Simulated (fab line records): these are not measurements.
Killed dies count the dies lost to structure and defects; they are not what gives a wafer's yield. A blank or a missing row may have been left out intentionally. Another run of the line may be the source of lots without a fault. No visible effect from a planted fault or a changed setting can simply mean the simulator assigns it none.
fab line records	flow nand_harc
record: lots: 6	wafers: 18	last_day: 24
route steps=1159 shown A_CONTACT@857 END@1159
lots that met no fault: taken from a fault-free run of the same line
start_h: the number of hours between the record's first day and the start of the first shown wafer of the lot	wait_h: time in hours since the lot's previous step	" same as the row above	L1.1+2: a row that stands for several wafers	- no value, or no start was given	* or withheld: withheld	< > ~ a bound
route shown NAME@n: names a module that has steps shown in the file, with the first one's number in the route	usual: mean/standard deviation of fault-free wafers	same: alike in all rows	chamber/n: place in a boat	sites: per-site readings	_std_site: the values' standard deviation	_edge_site: outer sites' mean less inner sites'	radius_mm: for every site, how far away it sits from the centre of the wafer	mask NAME#n: copy n	behind: the most recent tool/chamber to have shaped the wafer	hold: what put the lot on hold/how long, in hours/how the hold closed	device: the n, p or np transistor that did not switch	end of line: at the end of the route, the tests of the same wafers	a step given without rows: its recipe and nothing more	killed: dies that structure and defects cost at the first sort, which is not the same as the wafer's yield	map: shows each die of a wafer: x if killed, . if not, _ if none is there
set.NAME: the setting the step ran with; set.NAME@STEP: the setting that earlier step ran with	model.NAME: the simulator's own value behind a step, which no gauge read
lots seen at some steps along the route; tables by step, rows by wafer
services: when a tool's chamber went out of use (start_h, in hours from the record's first day, below 0 if earlier), for how many hours, and the reason
== steps ==
step: NHARC_A_CONTACT_DESCUM_47
recipe: time_s: 3	o2_flow_sccm: 200	ar_flow_sccm: 0	bias_power_w: 0	chemistry: O2
usual: chamber_pressure_mTorr: 60.01/0.058	drypump_motor_current_A: 5.9/0.37	o2_flow_sccm: 199.9/0.59	oes_product_au: 1.004/0.012	rf_vpp_V: 57.6/0.8	showerhead_plenum_p_Torr: 1.87/0.051	throttle_valve_pct: 11.312/0.0085
lot.wafer	tool	chamber	start_h	wait_h	chamber_pressure_mTorr	drypump_motor_current_A	o2_flow_sccm	oes_product_au	rf_hours_counter_h	rf_vpp_V	showerhead_plenum_p_Torr	throttle_valve_pct
L171.1	rie_diel-06	0	381.82	0.1	59.98	6.0	200.3	1.009	26	57.5	1.85	11.303
L171.6	"	0	"	"	60.03	5.9	200.0	1.005	-	58.0	1.85	11.317
L171.5	"	1	"	"	60.03	5.6	199.3	1.018	-	56.9	1.89	11.317
L176.3	rie_diel-06	0	410.80	0.1	60.02	6.0	200.3	1.004	31	57.2	1.85	11.307
L176.5	"	1	"	"	60.05	5.7	199.5	1.013	-	57.2	1.88	11.311
L176.6	"	2	"	"	60.09	6.5	199.5	0.985	-	58.1	1.88	11.309
L178.4	rie_diel-06	0	439.78	0.1	60.00	5.9	200.2	1.005	2	57.9	1.85	11.295
L178.1	"	3	"	"	60.02	5.7	199.7	1.000	2	58.1	1.95	11.311
L178.5	"	1	"	"	60.02	5.7	200.6	1.029	-	58.2	1.88	11.299
L183.1	rie_diel-06	3	452.95	0.1	59.95	5.7	200.1	1.000	4	57.4	1.95	11.317
L183.2	"	0	"	"	59.96	5.9	200.0	1.013	4	56.5	1.85	11.295
L183.6	"	3	"	"	59.97	5.6	200.6	1.006	-	57.1	1.95	11.305
L184.3	rie_diel-03	1	456.16	0.1	60.01	6.0	199.3	1.013	21	59.0	1.82	11.312
L184.1	"	2	"	"	60.03	5.6	199.0	0.999	18	58.9	1.79	11.314
L184.5	"	1	"	"	59.99	6.0	200.2	1.007	-	58.4	1.82	11.311
L192.2	rie_diel-06	0	505.13	0.1	60.00	5.9	200.6	1.012	17	56.8	1.85	11.299
L192.1	"	1	"	"	60.08	5.7	200.3	1.018	16	57.1	1.88	11.300
L192.6	"	1	"	"	60.06	5.7	199.5	1.022	-	57.7	1.88	11.301
step: NHARC_A_CONTACT_ETCH_48
recipe: target_depth_a: 390	over_etch_frac: 0.3	time_s: 65	ion_energy_ev: 80	cf4_flow_sccm: 150	ar_flow_sccm: 0	rf_w: 300	bias_w: 100	chemistry: CF4
step: NHARC_A_CONTACT_ETCH_49
recipe: target_depth_a: 2600	over_etch_frac: 0.3	time_s: 475.3	ion_energy_ev: 200	n2_flow_sccm: 150	h2_flow_sccm: 150	ar_flow_sccm: 0	rf_w: 400	bias_w: 150	chemistry: N2/H2
usual: bias_w: 150.0/0.46	chamber_pressure_mTorr: 30.000/0.029	drypump_motor_current_A: 5.9/0.36	oes_product_au: 1.003/0.013	rf_vpp_V: 428.9/1.8	showerhead_plenum_p_Torr: 1.98/0.058	throttle_valve_pct: 14.170/0.01
lot.wafer	tool	chamber	start_h	wait_h	bias_w	chamber_pressure_mTorr	drypump_motor_current_A	oes_product_au	rf_hours_counter_h	rf_vpp_V	showerhead_plenum_p_Torr	throttle_valve_pct
L171.1	rie_diel-06	3	-	-	150.1	30.024	5.6	0.990	24	430.2	2.08	14.192
L171.6	"	2	"	"	150.0	29.956	6.5	1.003	-	429.6	2.01	14.167
L171.5	"	3	"	"	149.6	30.011	5.7	1.006	-	432.1	2.08	14.160
L176.3	rie_diel-06	0	-	-	150.6	29.996	5.9	1.011	31	428.6	1.97	14.208
L176.6	"	3	"	"	149.9	29.998	5.7	1.004	-	431.0	2.08	14.178
L176.5	"	0	"	"	150.2	29.957	5.9	1.005	-	429.8	1.97	14.173
L178.1	rie_diel-06	3	-	-	149.4	30.041	5.7	1.000	2	429.5	2.08	14.169
L178.4	"	1	"	"	149.3	30.046	5.7	1.029	2	431.0	2.01	14.164
L178.5	"	0	"	"	149.3	29.930	6.0	1.016	-	428.3	1.97	14.174
L183.1	rie_diel-06	3	-	-	149.4	30.034	5.7	1.002	4	431.4	2.08	14.182
L183.2	"	1	"	"	150.2	30.028	5.7	1.030	4	430.1	2.01	14.179
L183.6	"	3	"	"	150.4	29.983	5.7	0.998	-	431.0	2.08	14.161
L184.1	rie_diel-03	2	-	-	149.8	29.994	5.6	0.999	18	426.6	1.91	14.149
L184.3	"	3	"	"	149.6	30.012	5.3	1.023	20	428.7	1.97	14.166
L184.5	"	0	"	"	150.7	30.005	6.5	1.023	-	426.1	1.88	14.173
L192.2	rie_diel-06	1	-	-	149.7	30.001	5.7	1.012	16	429.2	2.00	14.167
L192.1	"	3	"	"	150.5	29.990	5.7	0.996	16	430.8	2.07	14.180
L192.6	"	3	"	"	150.3	29.968	5.7	0.995	-	431.2	2.07	14.172
step: NHARC_A_CONTACT_ETCH_50
recipe: target_depth_a: 847	time_s: 42.4	cf4_flow_sccm: 100	chf3_flow_sccm: 30	ar_flow_sccm: 0	rf_w: 500	bias_w: 200	chemistry: CF4/CHF3
step: NHARC_A_CONTACT_ETCH_51
recipe: target_depth_a: 36000	over_etch_frac: 0.3	time_s: 936	ion_energy_ev: 150	o2_flow_sccm: 400	cos_flow_sccm: 20	ar_flow_sccm: 0	rf_w: 500	bias_w: 300	chemistry: O2/COS
usual: bias_w: 300.0/0.89	chamber_pressure_mTorr: 20.001/0.019	drypump_motor_current_A: 5.9/0.38	o2_flow_sccm: 400.0/1.2	oes_product_au: 1.004/0.012	rf_vpp_V: 313.1/1.4	showerhead_plenum_p_Torr: 3.04/0.077	throttle_valve_pct: 28.330/0.0095
lot.wafer	tool	chamber	start_h	wait_h	bias_w	chamber_pressure_mTorr	drypump_motor_current_A	o2_flow_sccm	oes_product_au	rf_hours_counter_h	rf_vpp_V	showerhead_plenum_p_Torr	throttle_valve_pct
L171.1	rie_diel-06	1	-	-	299.5	20.002	5.7	398.8	1.021	27	313.7	3.08	28.326
L171.5	"	1	"	"	300.9	20.009	5.7	400.4	1.022	-	313.8	3.08	28.337
L171.6	"	2	"	"	298.7	19.999	6.5	401.8	0.985	-	314.3	3.07	28.336
L176.3	rie_diel-06	0	-	-	300.6	20.008	6.0	398.9	1.011	32	315.6	3.03	28.309
L176.6	"	0	"	"	300.4	20.048	6.0	399.7	1.010	-	313.0	3.03	28.327
L176.5	"	1	"	"	301.8	19.994	5.7	399.1	1.023	-	314.2	3.08	28.328
L178.1	rie_diel-06	2	-	-	300.6	19.997	6.5	401.2	0.991	3	314.4	3.07	28.324
L178.4	"	0	"	"	301.1	20.020	5.9	401.5	1.006	3	310.5	3.02	28.326
L178.5	"	3	"	"	299.4	19.982	5.7	401.0	0.992	-	313.8	3.17	28.330
L183.1	rie_diel-06	0	-	-	300.2	19.980	6.0	402.2	1.001	5	312.0	3.02	28.353
L183.2	"	3	"	"	299.9	19.993	5.7	400.2	0.988	5	315.2	3.17	28.338
L183.6	"	1	"	"	299.3	20.002	5.7	399.8	1.032	-	312.2	3.07	28.311
L184.1	rie_diel-03	1	-	-	300.0	20.009	6.0	401.1	1.005	21	312.7	2.98	28.343
L184.3	"	2	"	"	298.8	19.998	5.6	399.3	0.995	18	310.5	2.94	28.342
L184.5	"	3	"	"	300.6	20.022	5.3	398.4	1.018	-	312.6	3.03	28.319
L192.2	rie_diel-06	1	-	-	299.7	19.996	5.7	400.0	1.027	16	315.2	3.07	28.326
L192.1	"	0	"	"	299.3	19.990	6.0	399.9	1.015	17	312.5	3.02	28.326
L192.6	"	1	"	"	301.0	19.990	5.7	399.5	1.018	-	313.8	3.07	28.342
step: NHARC_A_CONTACT_ETCH_111
recipe: source_w: withheld	pressure_mtorr: 20	bias_v: withheld	time_s: 140	target_depth_a: 7000	ar_flow_sccm: withheld	c4f8_flow_sccm: withheld	o2_flow_sccm: withheld	chemistry: C4F8/O2/Ar
step: NHARC_A_CONTACT_ETCH_112
recipe: source_w: withheld	pressure_mtorr: 20	bias_v: 3000	time_s: 94	target_depth_a: 9220	ar_flow_sccm: withheld	c4f8_flow_sccm: withheld	o2_flow_sccm: withheld	chemistry: C4F8/O2/Ar
step: NHARC_A_CONTACT_ETCH_113
recipe: source_w: withheld	pressure_mtorr: 20	bias_v: 3000	time_s: 94	target_depth_a: 9220	ar_flow_sccm: withheld	c4f8_flow_sccm: withheld	o2_flow_sccm: withheld	chemistry: C4F8/O2/Ar
step: NHARC_A_CONTACT_ETCH_114
recipe: source_w: withheld	pressure_mtorr: 20	bias_v: 3000	time_s: 94	target_depth_a: 9220	ar_flow_sccm: withheld	c4f8_flow_sccm: withheld	o2_flow_sccm: withheld	chemistry: C4F8/O2/Ar
step: NHARC_A_CONTACT_ETCH_115
recipe: source_w: withheld	pressure_mtorr: 20	bias_v: 3000	time_s: 94	target_depth_a: 9220	ar_flow_sccm: withheld	c4f8_flow_sccm: withheld	o2_flow_sccm: withheld	chemistry: C4F8/O2/Ar
usual: chamber_pressure_mTorr: 20.003/0.023
lot.wafer	tool	chamber	start_h	wait_h	chamber_pressure_mTorr	rf_hours_counter_h
L171.1	har_cap_etch-02	1	383.57	0.1	20.031	11
L171.6	"	0	"	"	19.975	-
L171.5	"	1	"	"	20.129	-
L176.3	har_cap_etch-02	0	412.59	0.1	19.988	-
L176.6	"	0	"	"	20.015	-
L176.5	"	1	"	"	20.001	-
L178.1	har_cap_etch-01	0	441.51	0.1	20.015	66
L178.4	"	1	"	"	20.002	-
L178.5	"	0	"	"	20.016	-
L183.1	har_cap_etch-01	1	454.88	0.1	19.993	68
L183.2	"	0	"	"	19.992	68
L183.6	"	0	"	"	20.014	-
L184.1	har_cap_etch-01	0	457.97	0.1	20.011	70
L184.3	"	0	"	"	19.973	-
L184.5	"	1	"	"	20.002	-
L192.1	har_cap_etch-03	0	507.35	0.1	20.014	104
L192.2	"	1	"	"	20.003	104
L192.6	"	1	"	"	19.998	-
step: NHARC_A_CONTACT_ETCH_116
recipe: source_w: withheld	pressure_mtorr: 20	bias_v: 3000	time_s: 94	target_depth_a: 9220	ar_flow_sccm: withheld	c4f8_flow_sccm: withheld	o2_flow_sccm: withheld	chemistry: C4F8/O2/Ar
step: NHARC_A_CONTACT_ETCH_117
recipe: source_w: withheld	pressure_mtorr: 20	bias_v: 3000	time_s: 94	target_depth_a: 9220	ar_flow_sccm: withheld	c4f8_flow_sccm: withheld	o2_flow_sccm: withheld	chemistry: C4F8/O2/Ar
step: NHARC_A_CONTACT_ETCH_118
recipe: source_w: withheld	pressure_mtorr: 20	bias_v: 3000	time_s: 94	target_depth_a: 9220	ar_flow_sccm: withheld	c4f8_flow_sccm: withheld	o2_flow_sccm: withheld	chemistry: C4F8/O2/Ar
usual: chamber_pressure_mTorr: 20.001/0.019
lot.wafer	tool	chamber	start_h	wait_h	chamber_pressure_mTorr	rf_hours_counter_h
L171.1	har_cap_etch-02	1	383.85	0.1	20.020	11
L171.6	"	0	"	"	19.978	-
L171.5	"	1	"	"	20.027	-
L176.3	har_cap_etch-02	0	412.86	0.1	19.994	-
L176.6	"	0	"	"	20.018	-
L176.5	"	1	"	"	20.006	-
L178.1	har_cap_etch-01	0	441.78	0.1	20.003	66
L178.4	"	1	"	"	19.992	-
L178.5	"	0	"	"	20.019	-
L183.1	har_cap_etch-01	1	455.15	0.1	19.989	69
L183.2	"	0	"	"	19.987	69
L183.6	"	0	"	"	19.973	-
L184.1	har_cap_etch-01	0	458.24	0.1	19.994	70
L184.3	"	0	"	"	19.977	-
L184.5	"	1	"	"	20.014	-
L192.1	har_cap_etch-03	0	507.62	0.1	20.021	104
L192.2	"	1	"	"	20.031	104
L192.6	"	1	"	"	20.007	-
step: NHARC_A_CONTACT_ETCH_119
recipe: source_w: withheld	pressure_mtorr: 20	bias_v: 3000	time_s: 94	target_depth_a: 9220	ar_flow_sccm: withheld	c4f8_flow_sccm: withheld	o2_flow_sccm: withheld	chemistry: C4F8/O2/Ar
step: NHARC_A_CONTACT_ETCH_120
recipe: source_w: withheld	pressure_mtorr: 20	bias_v: 3000	time_s: 94	target_depth_a: 9220	ar_flow_sccm: withheld	c4f8_flow_sccm: withheld	o2_flow_sccm: withheld	chemistry: C4F8/O2/Ar
step: NHARC_A_CONTACT_ETCH_121
recipe: source_w: withheld	pressure_mtorr: 20	bias_v: 3000	time_s: 94	target_depth_a: 9220	ar_flow_sccm: withheld	c4f8_flow_sccm: withheld	o2_flow_sccm: withheld	chemistry: C4F8/O2/Ar
step: NHARC_A_CONTACT_ETCH_122
recipe: source_w: withheld	pressure_mtorr: 20	bias_v: 3000	time_s: 95	target_depth_a: 9300	ar_flow_sccm: withheld	c4f8_flow_sccm: withheld	o2_flow_sccm: withheld	chemistry: C4F8/O2/Ar
step: NHARC_A_CONTACT_ETCH_123
recipe: source_w: withheld	pressure_mtorr: 20	bias_v: 400	time_s: 253	target_depth_a: 10900	ar_flow_sccm: withheld	c4f8_flow_sccm: 11.5	o2_flow_sccm: 7.2	chemistry: C4F8/O2/Ar
usual: chamber_pressure_mTorr: 20.001/0.02
lot.wafer	tool	chamber	start_h	wait_h	chamber_pressure_mTorr	rf_hours_counter_h
L171.1	har_cap_etch-02	1	384.34	0.1	19.971	11
L171.6	"	0	"	"	20.006	-
L171.5	"	1	"	"	19.988	-
L176.3	har_cap_etch-02	0	413.39	0.2	20.010	-
L176.6	"	0	"	"	19.991	-
L176.5	"	1	"	"	19.997	-
L178.1	har_cap_etch-01	0	442.24	0.1	19.990	67
L178.4	"	1	"	"	19.992	-
L178.5	"	0	"	"	20.020	-
L183.1	har_cap_etch-01	1	455.61	0.1	19.992	69
L183.2	"	0	"	"	20.008	69
L183.6	"	0	"	"	19.994	-
L184.1	har_cap_etch-01	0	458.69	0.1	20.013	70
L184.3	"	0	"	"	20.002	-
L184.5	"	1	"	"	19.979	-
L192.1	har_cap_etch-03	0	508.08	0.1	20.021	105
L192.2	"	1	"	"	19.988	105
L192.6	"	1	"	"	19.994	-
step: NHARC_A_CONTACT_ETCH_90
recipe: target_depth_a: 400	over_etch_frac: 0.5	time_s: 85.7	ion_energy_ev: 120	ch3f_flow_sccm: 50	o2_flow_sccm: 30	ar_flow_sccm: 200	rf_w: 500	bias_w: 100	chemistry: CH3F/O2
step: NHARC_A_CONTACT_ETCH_96
recipe: target_depth_a: 200	over_etch_frac: 0.5	time_s: 10	ion_energy_ev: 250	c4f6_flow_sccm: 25	o2_flow_sccm: 20	ar_flow_sccm: 500	rf_w: 600	bias_w: 500	chemistry: C4F6/O2
step: NHARC_A_CONTACT_CD_MEAS_53
usual: cd_nm: 189.5/0.92
lot.wafer	tool	chamber	start_h	wait_h	cd_nm
L171.1	cd_sem-01	-	385.11	-	189.7
L171.5	"	-	"	"	190.0
L171.6	"	-	"	"	190.1
L176.3	cd_sem-03	-	414.10	-	190.7
L176.5	"	-	"	"	190.5
L176.6	"	-	"	"	190.2
L178.1	cd_sem-01	-	443.06	-	187.2
L178.4	"	-	"	"	187.4
L178.5	"	-	"	"	188.0
L183.1	cd_sem-02	-	456.61	-	188.6
L183.2	"	-	"	"	188.2
L183.6	"	-	"	"	189.3
L184.1	cd_sem-03	-	459.56	-	189.4
L184.3	"	-	"	"	189.8
L184.5	"	-	"	"	189.0
L192.1	cd_sem-03	-	508.90	-	188.7
L192.2	"	-	"	"	188.6
L192.6	"	-	"	"	189.0
step: NHARC_A_CONTACT_STRIP_99
recipe: n2_flow_sccm: 150	h2_flow_sccm: 150	ar_flow_sccm: 0	bias_w: 0	chemistry: N2/H2
step: NHARC_A_CONTACT_STRIP_100
recipe: cf4_flow_sccm: 100	chf3_flow_sccm: 30	ar_flow_sccm: 0	bias_w: 0	chemistry: CF4/CHF3
step: NHARC_A_CONTACT_STRIP_101
recipe: o2_flow_sccm: 400	cos_flow_sccm: 20	ar_flow_sccm: 0	bias_w: 0	chemistry: O2/COS
step: NHARC_A_CONTACT_ETCH_102
recipe: target_depth_a: 700	overetch_a: 70	time_s: 38.5	ion_energy_ev: 100	cf4_flow_sccm: 80	o2_flow_sccm: 20	ar_flow_sccm: 0	rf_w: 300	bias_w: 100	chemistry: CF4/O2
step: NHARC_A_CONTACT_STRIP_55
recipe: o2_flow_sccm: 500	ar_flow_sccm: 0	bias_w: 0	chemistry: O2
step: NHARC_A_CONTACT_STRIP_56
recipe: time_s: 600	temp_c: 30	chemistry: post_etch_residue_remover
step: NHARC_A_CONTACT_DEP_57
recipe: target_thk_a: 28000	temp_c: 400	material: aC
step: NHARC_A_CONTACT_DEP_58
recipe: target_thk_a: 600	target_thk_nm: 60	temp_c: 400	pressure_torr: 3.5	flow_sccm: 200	rf_w: 350	material: SiON
step: NHARC_A_CONTACT_DEHYDRATE_59
recipe: temp_c: 150	time_s: 120
step: NHARC_A_CONTACT_HMDS_60
recipe: time_s: 30
step: NHARC_A_CONTACT_COAT_61
recipe: temp_c: 260	time_s: 75
step: NHARC_A_CONTACT_COAT_62
recipe: temp_c: 225	time_s: 65
step: NHARC_A_CONTACT_COAT_63
recipe: spin_rpm: 1500	resist_thk_nm: 90
step: NHARC_A_CONTACT_SOFTBAKE_64
recipe: temp_c: 105	time_s: 55
step: NHARC_A_CONTACT_EBR_65
step: NHARC_A_CONTACT_EXPOSE_66
recipe: na: 1.35	sigma_outer: 0.8	dose_mj: 59.02	mask_id: A_CC_2
step: NHARC_A_CONTACT_PEB_67
recipe: peb_temp_c: 100	peb_time_s: 65
step: NHARC_A_CONTACT_DEVELOP_68
recipe: develop_time_s: 35	dev_temp_c: 23
step: NHARC_A_CONTACT_CD_MEAS_69
recipe: target_cd_nm: 200	landing_energy_ev: 500
usual: cd_nm: 200.1/0.49
lot.wafer	tool	chamber	start_h	wait_h	cd_nm
L171.1	cd_sem-03	0	390.30	-	200.1
L171.5	"	0	"	"	200.2
L171.6	"	0	"	"	200.1
L176.3	cd_sem-02	0	417.58	-	200.3
L176.5	"	0	"	"	200.5
L176.6	"	0	"	"	200.5
L178.1	cd_sem-02	0	447.46	-	200.2
L178.4	"	0	"	"	200.3
L178.5	"	0	"	"	200.7
L183.1	cd_sem-02	0	460.31	-	200.1
L183.2	"	0	"	"	200.3
L183.6	"	0	"	"	200.2
L184.1	cd_sem-01	0	463.11	-	199.8
L184.3	"	0	"	"	201.0
L184.5	"	0	"	"	200.1
L192.1	cd_sem-02	0	514.77	-	200.4
L192.2	"	0	"	"	199.8
L192.6	"	0	"	"	200.6
step: NHARC_A_CONTACT_OVL_MEAS_70
usual: overlay_x_nm: 0.1/0.91	overlay_y_nm: 0.0/0.88
lot.wafer	tool	chamber	start_h	wait_h	overlay_x_nm	overlay_y_nm
L171.1	overlay-02	-	390.39	-	-0.2	1.6
L171.5	"	-	"	"	-0.7	1.4
L171.6	"	-	"	"	-1.4	1.3
L176.3	overlay-01	-	417.66	-	1.7	-0.2
L176.5	"	-	"	"	1.1	-0.5
L176.6	"	-	"	"	1.7	-0.5
L178.1	overlay-01	-	447.55	-	0.9	1.0
L178.4	"	-	"	"	0.6	1.1
L178.5	"	-	"	"	0.9	0.9
L183.1	overlay-01	-	460.39	-	0.3	0.4
L183.2	"	-	"	"	0.2	0.2
L183.6	"	-	"	"	0.7	0.0
L184.1	overlay-02	-	463.20	-	0.4	-0.8
L184.3	"	-	"	"	1.3	-0.5
L184.5	"	-	"	"	1.2	-0.1
L192.1	overlay-01	-	514.86	-	-1.4	0.4
L192.2	"	-	"	"	-1.9	0.6
L192.6	"	-	"	"	-1.3	0.4
step: NHARC_END_SORT_01
recipe: temp_c: 25
usual: killed_at_array: 27/9.9	killed_at_other: 0.6/0.84	killed_at_periphery: 3.7/2.5	killed_dies: 31/9.9	killed_open: 3.0/1.6	killed_short: 1.9/1.2
same: gross_dies: 677
lot.wafer	tool	chamber	start_h	wait_h	killed_at_array	killed_at_other	killed_at_periphery	killed_dies	killed_open	killed_short
L176.3	prober-02	0	502.96	3.1	21	0	2	23	3	2
L176.5	prober-02	0	504.55	3.7	22	0	0	22	2	2
L176.6	prober-02	0	505.35	4.0	21	0	0	21	3	1
L183.1	prober-01	0	525.07	2.5	40	0	1	41	2	0
L183.2	prober-01	0	525.86	2.8	129	0	1	130	1	0
L183.6	prober-01	0	529.02	4.0	134	0	2	136	1	2
L184.1	prober-02	0	527.53	2.5	115	0	4	119	5	3
L184.3	prober-02	0	529.13	3.1	115	0	3	118	4	3
killed by level:class
L176.3 A_SLIT:chamber_film_flake=12 A_CHANNEL_HOLE_D1:chamber_film_flake=3 P_CONTACT:geometric_particle:open=1 A_SOURCE_PLATE:geometric_particle:open=1 A_STAIRCASE:geometric_particle:short=1 A_WL_FILL:geometric_particle:short=1 A_WL_FILL:geometric_particle:open=1 P_GATE:chamber_film_flake=1
L176.5 A_SLIT:chamber_film_flake=13 A_CONTACT:geometric_particle:open=2 A_WL_FILL:chamber_film_flake=2 A_CHANNEL_FILL_D1:geometric_particle:short=1 A_SGD_CUT:geometric_particle:short=1 A_CHANNEL_HOLE_D1:chamber_film_flake=1 A_STAIRCASE:chamber_film_flake=1 A_CONTACT:chamber_film_flake=1
L176.6 A_SLIT:chamber_film_flake=7 A_CHANNEL_HOLE_D1:chamber_film_flake=4 A_CHANNEL_FILL_D1:chamber_film_flake=2 A_STAIRCASE:chamber_film_flake=2 A_CHANNEL_FILL_D1:geometric_particle:open=1 A_CONTACT:geometric_particle:open=1 A_BLC:geometric_particle:open=1 A_M0:geometric_particle:short=1
L183.1 A_SLIT:chamber_film_flake=18 A_CHANNEL_HOLE_D1:chamber_film_flake=16 A_STAIRCASE:chamber_film_flake=2 A_CHANNEL_FILL_D1:geometric_particle:open=1 A_CONTACT:geometric_particle:open=1 P_BONDPAD:chamber_film_flake=1 A_ZERO_WELL:chamber_film_flake=1 A_BLC:chamber_film_flake=1
L183.2 A_CONTACT:unspecified=104 A_SLIT:chamber_film_flake=12 A_CHANNEL_HOLE_D1:chamber_film_flake=9 A_BLC:chamber_film_flake=2 A_M0:geometric_particle:open=1 P_CONTACT:chamber_film_flake=1 A_CONTACT:chamber_film_flake=1
L184.1 A_CONTACT:unspecified=94 A_CHANNEL_HOLE_D1:chamber_film_flake=6 A_STAIRCASE:chamber_film_flake=4 A_BLC:chamber_film_flake=3 A_M0:geometric_particle:open=2 A_CONTACT:chamber_film_flake=2 P_GATE:geometric_particle:short=1 P_CONTACT:geometric_particle:short=1
L183.6 A_CONTACT:unspecified=100 A_SLIT:chamber_film_flake=11 A_CHANNEL_HOLE_D1:chamber_film_flake=9 A_BLC:chamber_film_flake=7 P_STI:chamber_film_flake=2 A_STAIRCASE:chamber_film_flake=2 A_CHANNEL_HOLE_D1:geometric_particle:short=1 A_CONTACT:geometric_particle:short=1
L184.3 A_CONTACT:unspecified=101 A_CHANNEL_HOLE_D1:chamber_film_flake=4 A_M0:geometric_particle:open=3 A_STAIRCASE:chamber_film_flake=2 A_CONTACT:chamber_film_flake=2 P_CONTACT:geometric_particle:open=1 P_CONTACT:geometric_particle:short=1 A_SGD_CUT:geometric_particle:short=1
map L183.6 (x killed, . not)
____________.____________
_________......._________
_______..........._______
______...x.........______
_____..............._____
____..........x......____
____x...........xx...____
___............xx.....___
___...................___
__.....................__
__............x.xx.....__
_...............xx......_
_.........xxx....x......_
_......................._
_..x..x......x.........._
_......................._
...............x........x
........x...............x
...x..x................xx
.....xxxxx.............xx
.....xxxxxx............x.
_....xxxxxxx...........x_
_..xxxxxxxx............x_
_..xxxxxxxxx..........xx_
_.xxxxxxxxxx.........x.._
_..xxxxxxxx........x...._
__.xxxxxxxxx...........__
__xxxxxxxxxx...........__
___xxxxxxxx...........___
___.xxxxxxxx..........___
____xxxxxxx..........____
____.x.x.............____
_____..x...x..x....._____
______.............______
_______..........._______
_________......._________
____________.____________
map L184.1 (x killed, . not)
____________.____________
_________......._________
_______.......x..._______
______.............______
_____x.............._____
____......x....x.x...____
____.........x.......____
___...........xx......___
___............x......___
__.....................__
__.............x.......__
_......................._
_.................x....._
_..............x........_
_.................x....._
_...........x..........._
...x.....................
...x.....................
....xx...................
...x.xxxx............x...
....xxxxxxxx.............
_...xxxxxxx...........x._
_...xxxxxxx............._
_..xxxxxxxx............._
_.xxxxxxxxxx.........x.x_
_.xxxxxxxxx......x......_
__.xxxxxxxxx...........__
__..xxxxxxxx...........__
___.xxxxxxx...........___
___xxxxxxxx...........___
____.xxxxxx..........____
____....x............____
_____.x.x..........._____
______..........x..______
_______..........._______
_________......._________
____________.____________
== services ==
tool	chamber	start_h	hours	kind
rie_diel-06	2	363.74	8.6	repair
rie_diel-06	0	372.78	-	clean
rie_diel-06	1	372.78	-	clean
rie_diel-06	2	372.78	-	clean
rie_diel-06	3	372.78	-	clean
rie_diel-06	2	372.95	7.0	repair
rie_diel-03	-	392.49	9.0	pm
rie_diel-06	0	397.28	-	clean
rie_diel-06	1	397.28	-	clean
rie_diel-06	2	397.28	-	clean
rie_diel-06	3	397.28	-	clean
rie_diel-06	-	418.25	9.0	pm
rie_diel-06	0	418.25	9.0	vent_cycle
rie_diel-06	1	418.25	9.0	vent_cycle
rie_diel-06	2	418.25	9.0	vent_cycle
rie_diel-06	3	418.25	9.0	vent_cycle
rie_diel-06	0	427.25	-	clean
rie_diel-06	1	427.25	-	clean
rie_diel-06	2	427.25	-	clean
rie_diel-06	3	427.25	-	clean
rie_diel-03	2	435.96	5.0	repair
rie_diel-06	0	451.75	-	clean
rie_diel-06	1	451.75	-	clean
rie_diel-06	2	496.83	10.5	repair
== key ==
first_sign: step: NHARC_END_SORT_01	reading: killed_at_array	direction: up	sigmas: 9.7	usual: 27	struck: 123
effect: step: NHARC_END_SORT_01	reading: killed_dies	direction: up	sigmas: 9.5	usual: 31	struck: 126
more_kills_born_at: NHARC_A_CONTACT_ETCH_118@har_cap_etch-01: 398
met_at NHARC_A_CONTACT_ETCH_118
struck_wafers L183.2,L183.6,L184.1,L184.3
tester_left_out L183,L184
onset_between 441.78 455.15
fault: kind: chamber_particle_source	tool: har_cap_etch-01	chamber: 0	onset_h: 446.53	steps: NHARC_A_CONTACT_ETCH_118	rate_per_visit_cm2: 1.9706	end_h: 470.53
tester_left_out: of these lots the tester's yield and bins aren't shown, on N5 and GAA mostly nor the transistor test; their killed dies are dies lost to structure and defects alone, not to doping, threshold or leakage, so they don't give the yield
